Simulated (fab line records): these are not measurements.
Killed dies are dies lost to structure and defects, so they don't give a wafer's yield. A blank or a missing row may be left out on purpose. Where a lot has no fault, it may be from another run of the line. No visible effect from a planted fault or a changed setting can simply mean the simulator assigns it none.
Matching of chambers    flow n5_finfet    rie_diel-06 running N5_BEOL_M7_DESCUM_16: 4 sister chambers
The step chemistry O2, time 7.9 s. 18 wafers are shown with their chamber, then 9 later ones without.

## EACH WAFER AND ITS CHAMBER
wafer   chamber  drypump_motor_current_A (A)  throttle_valve_pct (%)  oes_product_au (a.u.)
L074.1  3        5.9                          20.35                   0.93
L074.2  1        4.9                          20.62                   0.77
L074.3  2        5.4                          20.72                   0.68
L074.4  2        5.4                          20.70                   0.68
L074.5  1        4.9                          20.62                   0.77
L074.6  3        5.9                          20.37                   0.94
L075.1  3        5.9                          20.37                   0.93
L075.2  2        5.4                          20.72                   0.68
L075.6  0        5.3                          20.84                   0.75
L077.2  0        5.3                          20.85                   0.74
L077.5  3        5.9                          20.37                   0.92
L077.6  1        4.9                          20.62                   0.75
L080.2  0        5.2                          20.86                   0.73
L080.3  2        5.4                          20.39                   0.98
L080.4  1        4.9                          20.63                   0.76
L084.1  3        5.9                          20.36                   0.90
L084.2  0        5.3                          20.89                   0.72
L084.6  0        5.3                          20.88                   0.72

SIGNATURES (means of the wafers above)
reading                  chamber 0  chamber 1  chamber 2  chamber 3  scatter within a chamber
drypump_motor_current_A  5.280      4.900      5.400      5.900      0.0239
throttle_valve_pct       20.8640    20.6225    20.6325    20.3640    0.076
oes_product_au           0.7320     0.7625     0.7550     0.9240     0.0704
Rule: a wafer lies at a distance from a chamber equal to the root of the sum of squares, over the readings, of (its reading less the chamber's mean, divided by the reading's scatter). If the next closest chamber is less than 2 further off than the closest, the wafer can't be placed; otherwise it belongs to the closest. How the scatter is found: for the shown wafers, subtract from each reading the mean of its chamber, square and add these, divide the total by (wafers less chambers), then take the root.

## WAFERS WITHOUT THEIR CHAMBER
wafer   drypump_motor_current_A (A)  throttle_valve_pct (%)  oes_product_au (a.u.)
L093.1  5.3                          20.91                   0.73
L093.3  5.9                          20.40                   0.89
L093.6  5.9                          20.39                   0.88
L096.4  4.9                          20.68                   0.73
L096.5  5.3                          20.90                   0.72
L096.6  4.9                          20.67                   0.73
L097.1  5.3                          20.90                   0.72
L097.3  5.4                          20.41                   0.89
L097.4  4.9                          20.69                   0.73

## WHICH CHAMBER EACH WENT THROUGH
wafer   from the rows above  in truth
L093.1  0                    0
L093.3  3                    3
L093.6  3                    3
L096.4  1                    1
L096.5  0                    0
L096.6  1                    1
L097.1  0                    0
L097.3  2                    2
L097.4  1                    1
Correctly placed: 9 of 9. Can't be placed from these rows: 0. 0 placed wrongly.
